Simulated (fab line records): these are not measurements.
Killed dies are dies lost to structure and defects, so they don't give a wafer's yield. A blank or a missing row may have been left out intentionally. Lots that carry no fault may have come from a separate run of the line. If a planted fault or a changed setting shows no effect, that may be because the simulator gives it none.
8D (eight disciplines) problem report, filled in by code / flow nand-harc / the parts of the form that need people (team, actions taken, sign-off) are left out

1. PROBLEM STATEMENT
Wafers without a fault read 348.7 W, standard deviation 1.1; rf-fwd-power-W at NHARC_A_CHANNEL_HOLE_D1_DEP_01 reads a mean of 404.9 W on 6 wafers belonging to 2 lots. That is +51 standard deviations from the usual mean.
The step: deposits SiON, target thk 140 nm.
Seen first at day 15 22:49 on pecvd-03, wafer L399.3. Wafers with a number at this step in the record: 39, from 13 lots. Rule for "out" (also "out of limits"): further than 4 standard deviations from the usual mean. Any other wafer with a number is counted as sound.

2. WHAT IT IS AND WHAT IT IS NOT
question=which readings at this step | is=rf-fwd-power-W | is not=chamber-pressure-Torr, heater-power-outer-w, heater-power-w
question=which lots | is=L399, L401 | is not=L381, L382, L384, L385, L386, L388, L390, L391, L392, L394, L404
question=which wafers of those lots | is=all that have a number | is not=-
question=read on which tools | is=pecvd-03 | is not=pecvd-01, pecvd-04
question=when | is=from day 15 22:49 | is not=up to then (30 sound wafers); but 3 sound wafers of L404 came after

3. THE SUSPECTS, EACH WITH WHAT RULES IT OUT
Counting: a tool stays on the suspect list if, at a process step up to the reading, it processed all lots that are out and no sound lot following the first of them.
- pecvd-03 at NHARC_A_CHANNEL_HOLE_D1_DEP_01 (deposits SiON, target thk 140 nm): kept. All lots that are out passed through it, beginning with L399 at day 15 22:49, and no sound lot followed; its final sound lot before that point was L394 at day 13 13:07. On those wafers its own readings are out: rf-fwd-power-W.
The count leaves pecvd-03 at NHARC_A_CHANNEL_HOLE_D1_DEP_01.

4. THE CAUSE (what the simulator had put in)
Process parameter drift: pecvd-03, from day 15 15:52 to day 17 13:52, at NHARC_A_CHANNEL_HOLE_D1_DEP_01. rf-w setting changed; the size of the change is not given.
This tool alone remained once counting was done.

5. THE EFFECT CHAIN, in route order
Rows list readings where the struck wafers' mean (over those with a number) sits beyond 3 standard deviations from the usual. Only readings whose record carries a usual standard deviation are examined. hours: median over the lots of the time between each lot's start at the first step of this table that gives one and its start at this step. sigmas: the change, counted in usual standard deviations.
hours=0; step=NHARC_A_CHANNEL_HOLE_D1_DEP_01; reading=rf-fwd-power-W; usual=348.7 W; on struck wafers=404.9; change=+56.2; sigmas=+51
It contains these process steps:
- NHARC_A_CHANNEL_HOLE_D1_DEP_01: deposits SiON, target thk 140 nm.
At these later measuring or inspecting steps, every struck wafer for which the step has a row has a number for every such reading, and none has moved that far: NHARC_A_CHANNEL_HOLE_D1_OVL_MEAS_11.

6. WHAT WOULD HAVE CAUGHT IT SOONER
In this record the first reading out of limits was taken at day 15 22:49, 7 hours after the fault began at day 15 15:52.
